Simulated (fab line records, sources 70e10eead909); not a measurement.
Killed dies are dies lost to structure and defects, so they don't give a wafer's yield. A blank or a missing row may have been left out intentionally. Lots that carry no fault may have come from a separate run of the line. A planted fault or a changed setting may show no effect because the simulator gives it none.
fab line records / flow nandHarc
record lots=5 wafers=15 lastDay=32
route steps=1302 shown P_ZERO_WELL@14
lots with no fault: from the same line, run without faults
startH: start of the lot's first displayed wafer, in hours after the record's first day / waitH: hours from the lot's prior step to this one / " unchanged from the row above / L1.1+2: a single row standing in for several wafers / - value missing, or start not given / * or withheld: withheld / < > ~ a bound
route shown NAME@n: a module of which the file shows steps, and the number in the route of the first / usual: the fault-free wafers' mean and standard deviation / same: alike in all rows / chamber/n: place in a boat / sites: the reading at each site / _std_site: standard deviation across them / _edge_site: mean of outer sites minus mean of inner sites / radiusMm: how far each site lies from the wafer's centre / mask NAME#n: copy n / behind: the most recent tool/chamber to have shaped the wafer / hold: why the lot went on hold/how many hours it stayed there/how the hold came to an end / device: whichever transistor did not switch (one of n, p or np) / end of line: the same wafers' tests at the end of the route / step lacking rows: just its recipe / killed: the dies lost at the first sort to structure and to defects; this is not the yield of the wafer / map: dies across one wafer; x = killed, . = not, _ = none there
set.NAME: the setting the step ran with; set.NAME@STEP: the setting that earlier step ran with / model.NAME: the simulator's own value behind a step, which no gauge read
a table for each step, a row for each wafer; lots at some steps of the route
services: from which hour (startH, from the record's first day; less than 0 if before it) a tool's chamber was out of use, for how many hours, and why
## steps
# step NHARC_P_ZERO_WELL_CD_MEAS_11
# recipe targetCdNm=500 landingEnergyEv=500
# usual cdNm=500.5/1.9
lot.wafer=L422.3 tool=cdSem-02 chamber=0 startH=41.14 waitH=- cdNm=500.5
lot.wafer=L422.4 tool=cdSem-02 chamber=0 startH=41.14 waitH=- cdNm=495.5
lot.wafer=L422.5 tool=cdSem-02 chamber=0 startH=41.14 waitH=- cdNm=497.0
lot.wafer=L433.1 tool=cdSem-01 chamber=0 startH=151.11 waitH=- cdNm=501.5
lot.wafer=L433.3 tool=cdSem-01 chamber=0 startH=151.11 waitH=- cdNm=501.4
lot.wafer=L433.5 tool=cdSem-01 chamber=0 startH=151.11 waitH=- cdNm=500.2
lot.wafer=L434.1 tool=cdSem-02 chamber=0 startH=161.24 waitH=- cdNm=500.6
lot.wafer=L434.5 tool=cdSem-02 chamber=0 startH=161.24 waitH=- cdNm=500.3
lot.wafer=L434.6 tool=cdSem-02 chamber=0 startH=161.24 waitH=- cdNm=501.7
lot.wafer=L435.1 tool=cdSem-02 chamber=0 startH=171.24 waitH=- cdNm=499.7
lot.wafer=L435.2 tool=cdSem-02 chamber=0 startH=171.24 waitH=- cdNm=500.0
lot.wafer=L435.5 tool=cdSem-02 chamber=0 startH=171.24 waitH=- cdNm=498.3
lot.wafer=L442.1 tool=cdSem-02 chamber=0 startH=241.25 waitH=- cdNm=503.5
lot.wafer=L442.3 tool=cdSem-02 chamber=0 startH=241.25 waitH=- cdNm=504.3
lot.wafer=L442.6 tool=cdSem-02 chamber=0 startH=241.25 waitH=- cdNm=501.8
# step NHARC_P_ZERO_WELL_HARDBAKE_12
# recipe tempC=118 timeS=65
# step NHARC_P_ZERO_WELL_DESCUM_13
# recipe timeS=3 o2FlowSccm=200 arFlowSccm=0 biasPowerW=0 chemistry=O2
# usual drypumpMotorCurrentA=6.0/0.47 o2FlowSccm=200.1/0.56 oesProductAu=1.003/0.0094 rfVppV=57.7/0.87 showerheadPlenumPTorr=1.91/0.074 throttleValvePct=11.311/0.0086
# same biasPowerW=0
lot.wafer=L422.3 tool=rieDiel-03 chamber=1 startH=41.31 waitH=- drypumpMotorCurrentA=5.6 o2FlowSccm=199.5 oesProductAu=0.987 rfHoursCounterH=35 rfVppV=58.0 showerheadPlenumPTorr=2.01 throttleValvePct=11.302
lot.wafer=L422.4 tool=rieDiel-03 chamber=2 startH=41.31 waitH=- drypumpMotorCurrentA=6.6 o2FlowSccm=199.6 oesProductAu=1.005 rfHoursCounterH=33 rfVppV=56.4 showerheadPlenumPTorr=1.82 throttleValvePct=11.321
lot.wafer=L422.5 tool=rieDiel-03 chamber=1 startH=41.31 waitH=- drypumpMotorCurrentA=5.6 o2FlowSccm=199.4 oesProductAu=1.006 rfHoursCounterH=- rfVppV=58.7 showerheadPlenumPTorr=2.01 throttleValvePct=11.310
lot.wafer=L433.3 tool=rieDiel-02 chamber=1 startH=151.27 waitH=- drypumpMotorCurrentA=6.0 o2FlowSccm=200.2 oesProductAu=0.991 rfHoursCounterH=30 rfVppV=57.4 showerheadPlenumPTorr=1.87 throttleValvePct=11.314
lot.wafer=L433.1 tool=rieDiel-02 chamber=0 startH=151.27 waitH=- drypumpMotorCurrentA=5.6 o2FlowSccm=200.1 oesProductAu=0.997 rfHoursCounterH=31 rfVppV=58.2 showerheadPlenumPTorr=1.98 throttleValvePct=11.315
lot.wafer=L433.5 tool=rieDiel-02 chamber=1 startH=151.27 waitH=- drypumpMotorCurrentA=5.9 o2FlowSccm=200.2 oesProductAu=0.987 rfHoursCounterH=- rfVppV=58.2 showerheadPlenumPTorr=1.87 throttleValvePct=11.305
lot.wafer=L434.1 tool=rieDiel-03 chamber=3 startH=161.40 waitH=- drypumpMotorCurrentA=6.3 o2FlowSccm=200.5 oesProductAu=1.013 rfHoursCounterH=14 rfVppV=57.5 showerheadPlenumPTorr=1.94 throttleValvePct=11.314
lot.wafer=L434.5 tool=rieDiel-03 chamber=2 startH=161.40 waitH=- drypumpMotorCurrentA=6.6 o2FlowSccm=199.5 oesProductAu=1.000 rfHoursCounterH=- rfVppV=57.9 showerheadPlenumPTorr=1.81 throttleValvePct=11.304
lot.wafer=L434.6 tool=rieDiel-03 chamber=3 startH=161.40 waitH=- drypumpMotorCurrentA=6.4 o2FlowSccm=200.4 oesProductAu=1.011 rfHoursCounterH=- rfVppV=58.3 showerheadPlenumPTorr=1.94 throttleValvePct=11.304
lot.wafer=L435.1 tool=rieDiel-03 chamber=2 startH=171.40 waitH=- drypumpMotorCurrentA=6.6 o2FlowSccm=200.6 oesProductAu=1.000 rfHoursCounterH=21 rfVppV=58.0 showerheadPlenumPTorr=1.81 throttleValvePct=11.312
lot.wafer=L435.2 tool=rieDiel-03 chamber=1 startH=171.40 waitH=- drypumpMotorCurrentA=5.6 o2FlowSccm=199.1 oesProductAu=1.002 rfHoursCounterH=19 rfVppV=57.7 showerheadPlenumPTorr=2.00 throttleValvePct=11.337
lot.wafer=L435.5 tool=rieDiel-03 chamber=2 startH=171.40 waitH=- drypumpMotorCurrentA=6.6 o2FlowSccm=200.6 oesProductAu=1.018 rfHoursCounterH=- rfVppV=56.7 showerheadPlenumPTorr=1.81 throttleValvePct=11.306
lot.wafer=L442.3 tool=rieDiel-03 chamber=3 startH=241.40 waitH=- drypumpMotorCurrentA=6.3 o2FlowSccm=198.4 oesProductAu=1.010 rfHoursCounterH=42 rfVppV=57.8 showerheadPlenumPTorr=1.93 throttleValvePct=11.324
lot.wafer=L442.1 tool=rieDiel-03 chamber=2 startH=241.40 waitH=- drypumpMotorCurrentA=6.6 o2FlowSccm=199.3 oesProductAu=1.007 rfHoursCounterH=45 rfVppV=57.8 showerheadPlenumPTorr=1.80 throttleValvePct=11.312
lot.wafer=L442.6 tool=rieDiel-03 chamber=0 startH=241.40 waitH=- drypumpMotorCurrentA=5.7 o2FlowSccm=200.6 oesProductAu=0.985 rfHoursCounterH=- rfVppV=59.1 showerheadPlenumPTorr=1.96 throttleValvePct=11.298
# step NHARC_P_ZERO_WELL_ETCH_65
# recipe targetDepthA=800 overetchA=240 timeS=87.88 ionEnergyEv=200 n2FlowSccm=150 h2FlowSccm=150 arFlowSccm=0 rfW=400 biasW=150 chemistry=N2/H2
# usual drypumpMotorCurrentA=6.0/0.47 oesProductAu=1.004/0.0096 rfVppV=430.6/2.5 showerheadPlenumPTorr=2.04/0.084 throttleValvePct=14.171/0.0092
lot.wafer=L422.3 tool=rieDiel-03 chamber=2 startH=41.41 waitH=0.1 drypumpMotorCurrentA=6.6 oesProductAu=1.000 rfHoursCounterH=33 rfVppV=427.7 showerheadPlenumPTorr=1.94 throttleValvePct=14.164
lot.wafer=L422.4 tool=rieDiel-03 chamber=0 startH=41.41 waitH=0.1 drypumpMotorCurrentA=5.7 oesProductAu=1.006 rfHoursCounterH=30 rfVppV=433.3 showerheadPlenumPTorr=2.11 throttleValvePct=14.179
lot.wafer=L422.5 tool=rieDiel-03 chamber=3 startH=41.41 waitH=0.1 drypumpMotorCurrentA=6.3 oesProductAu=1.005 rfHoursCounterH=- rfVppV=432.8 showerheadPlenumPTorr=2.08 throttleValvePct=14.177
lot.wafer=L433.3 tool=rieDiel-02 chamber=1 startH=151.37 waitH=0.1 drypumpMotorCurrentA=6.0 oesProductAu=0.999 rfHoursCounterH=30 rfVppV=429.2 showerheadPlenumPTorr=1.99 throttleValvePct=14.174
lot.wafer=L433.1 tool=rieDiel-02 chamber=2 startH=151.37 waitH=0.1 drypumpMotorCurrentA=6.0 oesProductAu=1.024 rfHoursCounterH=27 rfVppV=428.1 showerheadPlenumPTorr=1.94 throttleValvePct=14.167
lot.wafer=L433.5 tool=rieDiel-02 chamber=0 startH=151.37 waitH=0.1 drypumpMotorCurrentA=5.6 oesProductAu=1.008 rfHoursCounterH=- rfVppV=432.2 showerheadPlenumPTorr=2.11 throttleValvePct=14.163
lot.wafer=L434.1 tool=rieDiel-03 chamber=3 startH=161.49 waitH=0.1 drypumpMotorCurrentA=6.3 oesProductAu=1.001 rfHoursCounterH=14 rfVppV=430.2 showerheadPlenumPTorr=2.07 throttleValvePct=14.172
lot.wafer=L434.5 tool=rieDiel-03 chamber=2 startH=161.49 waitH=0.1 drypumpMotorCurrentA=6.6 oesProductAu=1.011 rfHoursCounterH=- rfVppV=428.5 showerheadPlenumPTorr=1.93 throttleValvePct=14.169
lot.wafer=L434.6 tool=rieDiel-03 chamber=3 startH=161.49 waitH=0.1 drypumpMotorCurrentA=6.3 oesProductAu=1.013 rfHoursCounterH=- rfVppV=429.8 showerheadPlenumPTorr=2.07 throttleValvePct=14.170
lot.wafer=L435.2 tool=rieDiel-03 chamber=2 startH=171.76 waitH=0.3 drypumpMotorCurrentA=6.6 oesProductAu=1.003 rfHoursCounterH=21 rfVppV=427.5 showerheadPlenumPTorr=1.92 throttleValvePct=14.174
lot.wafer=L435.1 tool=rieDiel-03 chamber=3 startH=171.76 waitH=0.3 drypumpMotorCurrentA=6.3 oesProductAu=1.012 rfHoursCounterH=19 rfVppV=430.9 showerheadPlenumPTorr=2.07 throttleValvePct=14.178
lot.wafer=L435.5 tool=rieDiel-03 chamber=3 startH=171.76 waitH=0.3 drypumpMotorCurrentA=6.3 oesProductAu=1.018 rfHoursCounterH=- rfVppV=431.0 showerheadPlenumPTorr=2.07 throttleValvePct=14.167
lot.wafer=L442.3 tool=rieDiel-03 chamber=3 startH=241.50 waitH=0.1 drypumpMotorCurrentA=6.3 oesProductAu=1.016 rfHoursCounterH=42 rfVppV=430.1 showerheadPlenumPTorr=2.06 throttleValvePct=14.173
lot.wafer=L442.1 tool=rieDiel-03 chamber=0 startH=241.50 waitH=0.1 drypumpMotorCurrentA=5.7 oesProductAu=1.007 rfHoursCounterH=43 rfVppV=431.0 showerheadPlenumPTorr=2.09 throttleValvePct=14.174
lot.wafer=L442.6 tool=rieDiel-03 chamber=2 startH=241.50 waitH=0.1 drypumpMotorCurrentA=6.7 oesProductAu=1.006 rfHoursCounterH=- rfVppV=427.1 showerheadPlenumPTorr=1.92 throttleValvePct=14.168
# step NHARC_P_ZERO_WELL_ETCH_62
# recipe targetDepthA=130 timeS=6.5 chf3FlowSccm=50 arFlowSccm=200 rfW=500 biasW=200 chemistry=CHF3/Ar
# usual drypumpMotorCurrentA=6.0/0.47 oesProductAu=0.958/0.018 rfVppV=370.6/2.2 showerheadPlenumPTorr=2.34/0.091 throttleValvePct=20.216/0.0091
lot.wafer=L422.3 tool=rieDiel-03 chamber=1 startH=- waitH=- drypumpMotorCurrentA=5.6 oesProductAu=0.945 rfHoursCounterH=35 rfVppV=373.0 showerheadPlenumPTorr=2.46 throttleValvePct=20.228
lot.wafer=L422.4 tool=rieDiel-03 chamber=2 startH=- waitH=- drypumpMotorCurrentA=6.6 oesProductAu=0.945 rfHoursCounterH=33 rfVppV=368.2 showerheadPlenumPTorr=2.24 throttleValvePct=20.208
lot.wafer=L422.5 tool=rieDiel-03 chamber=2 startH=- waitH=- drypumpMotorCurrentA=6.6 oesProductAu=0.939 rfHoursCounterH=- rfVppV=368.4 showerheadPlenumPTorr=2.24 throttleValvePct=20.207
lot.wafer=L433.1 tool=rieDiel-02 chamber=3 startH=- waitH=- drypumpMotorCurrentA=6.1 oesProductAu=0.972 rfHoursCounterH=34 rfVppV=370.7 showerheadPlenumPTorr=2.36 throttleValvePct=20.221
lot.wafer=L433.3 tool=rieDiel-02 chamber=2 startH=- waitH=- drypumpMotorCurrentA=6.0 oesProductAu=0.984 rfHoursCounterH=27 rfVppV=368.5 showerheadPlenumPTorr=2.24 throttleValvePct=20.227
lot.wafer=L433.5 tool=rieDiel-02 chamber=0 startH=- waitH=- drypumpMotorCurrentA=5.6 oesProductAu=0.980 rfHoursCounterH=- rfVppV=372.5 showerheadPlenumPTorr=2.42 throttleValvePct=20.215
lot.wafer=L434.1 tool=rieDiel-03 chamber=1 startH=- waitH=- drypumpMotorCurrentA=5.6 oesProductAu=0.983 rfHoursCounterH=16 rfVppV=373.2 showerheadPlenumPTorr=2.45 throttleValvePct=20.212
lot.wafer=L434.6 tool=rieDiel-03 chamber=2 startH=- waitH=- drypumpMotorCurrentA=6.6 oesProductAu=0.961 rfHoursCounterH=- rfVppV=367.9 showerheadPlenumPTorr=2.22 throttleValvePct=20.216
lot.wafer=L434.5 tool=rieDiel-03 chamber=3 startH=- waitH=- drypumpMotorCurrentA=6.3 oesProductAu=0.972 rfHoursCounterH=- rfVppV=371.4 showerheadPlenumPTorr=2.38 throttleValvePct=20.220
lot.wafer=L435.1 tool=rieDiel-03 chamber=2 startH=- waitH=- drypumpMotorCurrentA=6.6 oesProductAu=0.947 rfHoursCounterH=21 rfVppV=368.9 showerheadPlenumPTorr=2.22 throttleValvePct=20.212
lot.wafer=L435.2 tool=rieDiel-03 chamber=1 startH=- waitH=- drypumpMotorCurrentA=5.6 oesProductAu=0.961 rfHoursCounterH=20 rfVppV=374.6 showerheadPlenumPTorr=2.45 throttleValvePct=20.215
lot.wafer=L435.5 tool=rieDiel-03 chamber=2 startH=- waitH=- drypumpMotorCurrentA=6.6 oesProductAu=0.935 rfHoursCounterH=- rfVppV=368.6 showerheadPlenumPTorr=2.22 throttleValvePct=20.226
lot.wafer=L442.3 tool=rieDiel-03 chamber=0 startH=- waitH=- drypumpMotorCurrentA=5.7 oesProductAu=0.962 rfHoursCounterH=43 rfVppV=373.3 showerheadPlenumPTorr=2.40 throttleValvePct=20.215
lot.wafer=L442.1 tool=rieDiel-03 chamber=1 startH=- waitH=- drypumpMotorCurrentA=5.6 oesProductAu=0.980 rfHoursCounterH=45 rfVppV=374.4 showerheadPlenumPTorr=2.44 throttleValvePct=20.217
lot.wafer=L442.6 tool=rieDiel-03 chamber=0 startH=- waitH=- drypumpMotorCurrentA=5.7 oesProductAu=0.963 rfHoursCounterH=- rfVppV=370.1 showerheadPlenumPTorr=2.40 throttleValvePct=20.225
# step NHARC_P_ZERO_WELL_ETCH_63
# recipe targetDepthA=1200 timeS=40.1 hbrFlowSccm=150 cl2FlowSccm=50 rfW=400 icpW=400 biasW=100 chemistry=HBr/Cl2
# usual drypumpMotorCurrentA=5.8/0.46 oesProductAu=0.996/0.01 throttleValvePct=26.407/0.0091
lot.wafer=L422.3 tool=rieSi-05 chamber=2 startH=41.61 waitH=- drypumpMotorCurrentA=5.8 oesProductAu=0.980 rfHoursCounterH=0.40 throttleValvePct=26.403
lot.wafer=L422.4 tool=rieSi-05 chamber=3 startH=41.61 waitH=- drypumpMotorCurrentA=5.3 oesProductAu=1.015 rfHoursCounterH=- throttleValvePct=26.412
lot.wafer=L422.5 tool=rieSi-05 chamber=0 startH=41.61 waitH=- drypumpMotorCurrentA=6.1 oesProductAu=0.994 rfHoursCounterH=- throttleValvePct=26.404
lot.wafer=L433.1 tool=rieSi-05 chamber=3 startH=151.53 waitH=- drypumpMotorCurrentA=5.3 oesProductAu=1.011 rfHoursCounterH=0.07 throttleValvePct=26.408
lot.wafer=L433.3 tool=rieSi-05 chamber=2 startH=151.53 waitH=- drypumpMotorCurrentA=5.9 oesProductAu=0.993 rfHoursCounterH=0.07 throttleValvePct=26.391
lot.wafer=L433.5 tool=rieSi-05 chamber=0 startH=151.53 waitH=- drypumpMotorCurrentA=6.0 oesProductAu=1.003 rfHoursCounterH=- throttleValvePct=26.413
lot.wafer=L434.1 tool=rieSi-04 chamber=1 startH=161.73 waitH=- drypumpMotorCurrentA=5.7 oesProductAu=0.997 rfHoursCounterH=0.92 throttleValvePct=26.410
lot.wafer=L434.5 tool=rieSi-04 chamber=0 startH=161.73 waitH=- drypumpMotorCurrentA=6.4 oesProductAu=0.996 rfHoursCounterH=- throttleValvePct=26.408
lot.wafer=L434.6 tool=rieSi-04 chamber=1 startH=161.73 waitH=- drypumpMotorCurrentA=5.7 oesProductAu=0.987 rfHoursCounterH=- throttleValvePct=26.422
lot.wafer=L435.1 tool=rieSi-01 chamber=2 startH=171.94 waitH=- drypumpMotorCurrentA=4.9 oesProductAu=0.998 rfHoursCounterH=0.87 throttleValvePct=26.403
lot.wafer=L435.2 tool=rieSi-01 chamber=3 startH=171.94 waitH=- drypumpMotorCurrentA=5.9 oesProductAu=0.988 rfHoursCounterH=0.83 throttleValvePct=26.410
lot.wafer=L435.5 tool=rieSi-01 chamber=2 startH=171.94 waitH=- drypumpMotorCurrentA=4.9 oesProductAu=1.000 rfHoursCounterH=- throttleValvePct=26.406
lot.wafer=L442.3 tool=rieSi-05 chamber=0 startH=241.68 waitH=- drypumpMotorCurrentA=6.0 oesProductAu=1.005 rfHoursCounterH=0.74 throttleValvePct=26.398
lot.wafer=L442.1 tool=rieSi-05 chamber=2 startH=241.68 waitH=- drypumpMotorCurrentA=5.9 oesProductAu=0.981 rfHoursCounterH=0.75 throttleValvePct=26.401
lot.wafer=L442.6 tool=rieSi-05 chamber=3 startH=241.68 waitH=- drypumpMotorCurrentA=5.3 oesProductAu=1.013 rfHoursCounterH=- throttleValvePct=26.404
# step NHARC_P_ZERO_WELL_STRIP_15
# recipe timeS=900 tempC=130 chemistry=SPM
# step NHARC_P_ZERO_WELL_DEHYDRATE_16
# recipe tempC=150 timeS=120
# step NHARC_P_ZERO_WELL_HMDS_17
# recipe timeS=30
# step NHARC_P_ZERO_WELL_COAT_18
# recipe spinRpm=withheld
# step NHARC_P_ZERO_WELL_SOFTBAKE_19
# recipe tempC=122 timeS=95
# step NHARC_P_ZERO_WELL_EBR_20
# step NHARC_P_ZERO_WELL_EXPOSE_21
# recipe na=0.6 targetCdNm=720 doseMj=22.31 maskId=P_NWELL
lot.wafer=L422.3+4+5 tool=krfScanner-03 chamber=0 startH=42.42 waitH=- mask=P_NWELL#0
lot.wafer=L433.1+3+5 tool=krfScanner-02 chamber=0 startH=152.20 waitH=- mask=P_NWELL#0
lot.wafer=L434.1+5+6 tool=krfScanner-03 chamber=0 startH=162.49 waitH=- mask=P_PWELL#0
lot.wafer=L435.1+2+5 tool=krfScanner-03 chamber=0 startH=172.58 waitH=- mask=P_NWELL#0
lot.wafer=L442.1+3+6 tool=krfScanner-02 chamber=0 startH=242.31 waitH=- mask=P_NWELL#0
# step NHARC_P_ZERO_WELL_PEB_22
# recipe pebTempC=118 pebTimeS=85
# step NHARC_P_ZERO_WELL_DEVELOP_23
# recipe timeS=70
# step NHARC_P_ZERO_WELL_CD_MEAS_24
# recipe targetCdNm=720 landingEnergyEv=500
# usual cdNm=719.8/1.9
lot.wafer=L422.3 tool=cdSem-03 chamber=0 startH=42.57 waitH=- cdNm=720.4
lot.wafer=L422.4 tool=cdSem-03 chamber=0 startH=42.57 waitH=- cdNm=717.5
lot.wafer=L422.5 tool=cdSem-03 chamber=0 startH=42.57 waitH=- cdNm=717.9
lot.wafer=L433.1 tool=cdSem-03 chamber=0 startH=152.35 waitH=- cdNm=719.4
lot.wafer=L433.3 tool=cdSem-03 chamber=0 startH=152.35 waitH=- cdNm=718.5
lot.wafer=L433.5 tool=cdSem-03 chamber=0 startH=152.35 waitH=- cdNm=719.0
lot.wafer=L434.1 tool=cdSem-02 chamber=0 startH=162.65 waitH=- cdNm=-
lot.wafer=L434.5 tool=cdSem-02 chamber=0 startH=162.65 waitH=- cdNm=-
lot.wafer=L434.6 tool=cdSem-02 chamber=0 startH=162.65 waitH=- cdNm=-
lot.wafer=L435.1 tool=cdSem-03 chamber=0 startH=172.74 waitH=- cdNm=719.6
lot.wafer=L435.2 tool=cdSem-03 chamber=0 startH=172.74 waitH=- cdNm=720.2
lot.wafer=L435.5 tool=cdSem-03 chamber=0 startH=172.74 waitH=- cdNm=719.0
lot.wafer=L442.1 tool=cdSem-01 chamber=0 startH=242.46 waitH=- cdNm=719.5
lot.wafer=L442.3 tool=cdSem-01 chamber=0 startH=242.46 waitH=- cdNm=716.7
lot.wafer=L442.6 tool=cdSem-01 chamber=0 startH=242.46 waitH=- cdNm=718.2
# step NHARC_P_ZERO_WELL_HARDBAKE_25
# recipe tempC=125 timeS=80
## services
tool=rieDiel-02 chamber=3 startH=35.71 hours=4.8 kind=repair
tool=rieSi-05 chamber=1 startH=39.49 hours=151.0 kind=repair
tool=rieDiel-02 chamber=- startH=39.70 hours=9.0 kind=pm
tool=rieSi-04 chamber=1 startH=42.15 hours=4.5 kind=repair
tool=krfScanner-02 chamber=- startH=43.52 hours=0.2 kind=repair
tool=rieSi-01 chamber=3 startH=46.36 hours=15.0 kind=repair
tool=krfScanner-03 chamber=- startH=52.00 hours=4.0 kind=pm
tool=krfScanner-02 chamber=- startH=65.76 hours=0.6 kind=repair
tool=rieDiel-03 chamber=1 startH=67.25 hours=18.6 kind=repair
tool=rieDiel-02 chamber=2 startH=76.54 hours=8.5 kind=repair
tool=rieDiel-03 chamber=3 startH=78.72 hours=6.5 kind=repair
tool=rieSi-01 chamber=0 startH=85.33 hours=5.0 kind=repair
tool=rieDiel-02 chamber=3 startH=85.74 hours=1.2 kind=repair
tool=krfScanner-02 chamber=- startH=94.00 hours=4.0 kind=pm
tool=rieDiel-03 chamber=- startH=104.30 hours=9.0 kind=pm
tool=rieSi-04 chamber=0 startH=105.38 hours=2.6 kind=repair
tool=krfScanner-03 chamber=- startH=118.23 hours=0.6 kind=repair
tool=rieSi-05 chamber=- startH=128.00 hours=9.0 kind=pm
tool=krfScanner-02 chamber=- startH=149.05 hours=2.5 kind=repair
tool=rieSi-05 chamber=2 startH=188.63 hours=5.8 kind=repair
tool=rieDiel-03 chamber=1 startH=214.80 hours=2.8 kind=repair
tool=rieDiel-02 chamber=- startH=217.30 hours=9.0 kind=pm
tool=krfScanner-03 chamber=- startH=224.00 hours=4.0 kind=pm
tool=rieDiel-02 chamber=- startH=233.59 hours=0.1 kind=repair
## key
firstSign step=NHARC_P_ZERO_WELL_EXPOSE_21 reading=mask direction=changed
effect step=NHARC_P_ZERO_WELL_CD_MEAS_24 reading=cdNm direction=missing
metAt NHARC_P_ZERO_WELL_EXPOSE_21
struckWafers L434.1,L434.5,L434.6
laterRowsLeftOut L434.1,L434.5,L434.6
sortLeftOut L434.1,L434.5,L434.6
testerLeftOut L434
onsetBetween 42.42 162.49
fault kind=wrongMask tool=any chamber=- onsetH=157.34 steps=NHARC_P_ZERO_WELL_EXPOSE_21 auxCopy=P_PWELL#0 scope=struckLotsOnly
# testerLeftOut: of these lots the tester's yield and bins aren't shown, on N5 and GAA mostly nor the transistor test; their killed dies are dies lost to structure and defects alone, not to doping, threshold or leakage, so they don't give the yield
# sortLeftOut: the simulated sort isn't trusted on such a fault, so these wafers' sort isn't shown, and their yield isn't known
# laterRowsLeftOut: the simulator's readings of these wafers behind a module that went badly wrong aren't trusted and aren't shown, but for the sort
